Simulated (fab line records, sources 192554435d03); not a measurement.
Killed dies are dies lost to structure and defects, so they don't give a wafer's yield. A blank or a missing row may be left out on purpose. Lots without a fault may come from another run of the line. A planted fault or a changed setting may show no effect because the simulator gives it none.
Chamber matching | flow n5_finfet | N5_BEOL_M14_ETCH_59 on rie_diel-01: 4 sister chambers
The step etches BARC in N2/H2, target depth 89 nm, overetch 26.7 nm, time 67.9 s. 4 wafers are shown with their chamber, then 12 later ones without.

WAFERS WITH THEIR CHAMBER
wafer  | chamber | showerhead_plenum_p_Torr (Torr)
L092.4 | 3       | 2.48
L090.1 | 1       | 2.70
L090.3 | 2       | 2.50
L090.4 | 0       | 2.61

WAFERS WITHOUT THEIR CHAMBER
wafer  | showerhead_plenum_p_Torr (Torr)
L093.1 | 2.70
L093.2 | 2.50
L093.4 | 2.70
L094.1 | 2.70
L094.5 | 2.50
L094.6 | 2.48
L095.3 | 2.50
L095.5 | 2.70
L095.6 | 2.50
L097.2 | 2.49
L097.3 | 2.48
L097.5 | 2.70

WHICH CHAMBER EACH WENT THROUGH
wafer  | from the rows above     | in truth
L093.1 | 1                       | 1
L093.2 | 2                       | 2
L093.4 | 1                       | 1
L094.1 | 1                       | 1
L094.5 | 2                       | 2
L094.6 | 3                       | 3
L095.3 | 2                       | 2
L095.5 | 1                       | 1
L095.6 | 2                       | 2
L097.2 | can't be placed: 2 or 3 | 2
L097.3 | 3                       | 3
L097.5 | 1                       | 1
Placed correctly: 11 of 12. Can't be placed from these rows: 1 (the true chamber is among the candidates in 1). Placed wrongly: 0.
How it was worked out, from the rows above alone: a wafer's distance from a chamber is the root of the sum, over the readings, of the square of ((its reading less the chamber's mean) divided by the reading's scatter). The wafer belongs to the nearest chamber; if the next one is less than 2 further off, it can't be placed. A chamber's mean is the mean of its shown wafers. The scatter: with one shown wafer a chamber, the root of the mean of the squares of how far each hidden wafer lies from its nearest shown one.
